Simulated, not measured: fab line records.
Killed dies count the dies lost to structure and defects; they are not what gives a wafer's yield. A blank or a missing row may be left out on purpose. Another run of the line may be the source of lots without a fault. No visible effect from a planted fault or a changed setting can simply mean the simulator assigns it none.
A struck lot beside a sound one    flow n5-finfet    26 steps out of a route of 1938
Sound: the wafers L604.2, L604.3, L604.5. Wafers L606.4, L606.5, L606.6 were the ones struck. Last of all comes the cause.
Per side, at each step with rows, come the tool, then ch with its chambers, and then its first start. Under that, the readings that differ: sound wafers    struck wafers    difference of the means    sigmas: that difference in standard deviations of wafers without a fault.
alike: readings with means less than 2 such deviations apart, plus words and numbers identical on both sides. not compared: withheld readings, readings lacking a value on some wafer, bounds such as >300 that could conceal the same value, and numbers that have no deviation in the record and whose values overlap.
The two part at a step that has a row with sigmas, a row that says differs or no value, or rows on one side only. Numbers that don't overlap but have no deviation are shown without sigmas and don't part them. Lack of a reading on every wafer of one side parts them only where that side has two or more wafers.

first, 4 steps without rows for these wafers: N5_STI_FIN_REVEAL_ALD_14 (deposits Si3N4, target thk 3 nm); N5_STI_FIN_REVEAL_FCVD_FILL_01 (material SiO2 flowable, target thk 312 nm, time 512.2 s); N5_STI_FIN_REVEAL_DENSIFY_02 (time 1800 s); N5_STI_FIN_REVEAL_CMP_04 (polishes, stops on Si3N4, t overpolish 4 s, target thk 131.83 nm).
N5_STI_FIN_REVEAL_THK_MEAS_05:
  struck on film-metro-01, day 5 10:31; sound on film-metro-01, day 5 02:22
  alike: thk-nm
following that, these wafers have no rows for 1 step: N5_STI_FIN_REVEAL_DENSIFY_30.
N5_STI_FIN_REVEAL_ETCHBACK_08: etches SiO2 in C4F6/O2, target depth 30.5 nm, time 10.167 s.
  sound on rie-diel-02 ch 0,1,2, day 5 02:41; struck on rie-diel-02 ch 1,2,3, day 5 10:52
  alike: O2_flow_sccm, drypump-motor-current-A, oes-product-au, rf-fwd-power-W, rf-vpp-V, showerhead-plenum-p-Torr, throttle-valve-pct
  not compared: rf-hours-counter-h
N5_STI_FIN_REVEAL_STRIP_24: strips in N2/H2, time 90 s.
  sound on rie-diel-02 ch 0,1,2, day 5 02:43; struck on rie-diel-02 ch 1,2,3, day 5 10:54
  alike: drypump-motor-current-A, oes-product-au, rf-vpp-V, showerhead-plenum-p-Torr, throttle-valve-pct
  not compared: rf-hours-counter-h
then, 4 steps without rows for these wafers: N5_STI_FIN_REVEAL_PRECLEAN_25 (cleans in SPM, time 90 s); N5_STI_FIN_REVEAL_PRECLEAN_26 (cleans in SC1, time 45 s); N5_STI_FIN_REVEAL_PRECLEAN_29 (cleans in DHF, time 30 s); N5_STI_FIN_REVEAL_SRD_12 (time 30 s).
N5_STI_FIN_REVEAL_RECESS_09: chemistry HF/NH3, target SiO2, afs cycles 11, target depth 42.5 nm, sublimation time 60 s.
  sound on vapor-etch-01 ch 0,1, day 5 02:56; struck on vapor-etch-02 ch 0,1, day 5 11:39
  alike: drypump-motor-current-A
then, 2 steps without rows for these wafers: N5_STI_FIN_REVEAL_STRIP_16 (strips SiNx in H3PO4, target depth 23.8 nm); N5_STI_FIN_REVEAL_PRECLEAN_17 (cleans in NF3:NH3, afs cycles 1, time 20 s, sublimation time 60 s).
N5_STI_FIN_REVEAL_ETCH_34: etches Si in H2, material Si, target depth 0.97 nm.
  sound on rie-si-05 ch 0,2,3, day 5 05:02; struck on rie-si-04 ch 0,1, day 5 13:14
  alike: drypump-motor-current-A, he-backside-leak-sccm, oes-product-au, rf-fwd-power-W, throttle-valve-pct
  not compared: rf-hours-counter-h
N5_STI_FIN_REVEAL_OXIDATION_31: chemistry O2 PLASMA REMOTE, time 20 s.
  sound on plasma-asher-01 ch 0,1, day 5 05:06; struck on plasma-asher-01 ch 0,1, day 5 13:19
  alike: drypump-motor-current-A, heater-power-w, rf-fwd-power-W
  not compared: rf-hours-counter-h
then, 3 steps without rows for these wafers: N5_STI_FIN_REVEAL_PRECLEAN_32 (cleans in NF3:NH3, afs cycles 1, time 20 s, sublimation time 60 s); N5_STI_FIN_REVEAL_STRIP_35 (strips Si3N4 in H3PO4, target depth 4 nm, time 39 s); N5_STI_FIN_REVEAL_SRD_21 (time 30 s).
N5_STI_FIN_REVEAL_OXIDATION_33: chemistry O2 PLASMA REMOTE, time 20 s.
  sound on plasma-asher-01 ch 0,1, day 5 05:27; struck on plasma-asher-01 ch 0,1, day 5 13:41
  alike: drypump-motor-current-A, heater-power-w, rf-fwd-power-W
  not compared: rf-hours-counter-h
then, 2 steps without rows for these wafers: N5_STI_FIN_REVEAL_CLEAN_19 (cleans in O3/DIW, time 120 s); N5_STI_FIN_REVEAL_SRD_23 (time 30 s).
N5_STI_FIN_REVEAL_CD_MEAS_22: target cd 6.238 nm, pitch 28 nm.
  struck on cd-sem-03, day 5 13:50; sound on cd-sem-01, day 5 05:37
  alike: cd-nm
N5_STI_FIN_REVEAL_FIN_H_MEAS_10:
  struck on ocd-01, day 5 13:52; sound on ocd-01, day 5 05:39
reading               sound           struck          difference  sigmas
trench-depth-nm (nm)  51.5 52.6 52.0  55.6 55.3 55.7  +3.5        +6
then, 1 step without rows for these wafers: N5_STI_FIN_REVEAL_PRECLEAN_18 (cleans in SC2, time 45 s).

## WHERE THEY PART
Within this record, at N5_STI_FIN_REVEAL_FIN_H_MEAS_10 only.

WHY: what had been put in by the simulator
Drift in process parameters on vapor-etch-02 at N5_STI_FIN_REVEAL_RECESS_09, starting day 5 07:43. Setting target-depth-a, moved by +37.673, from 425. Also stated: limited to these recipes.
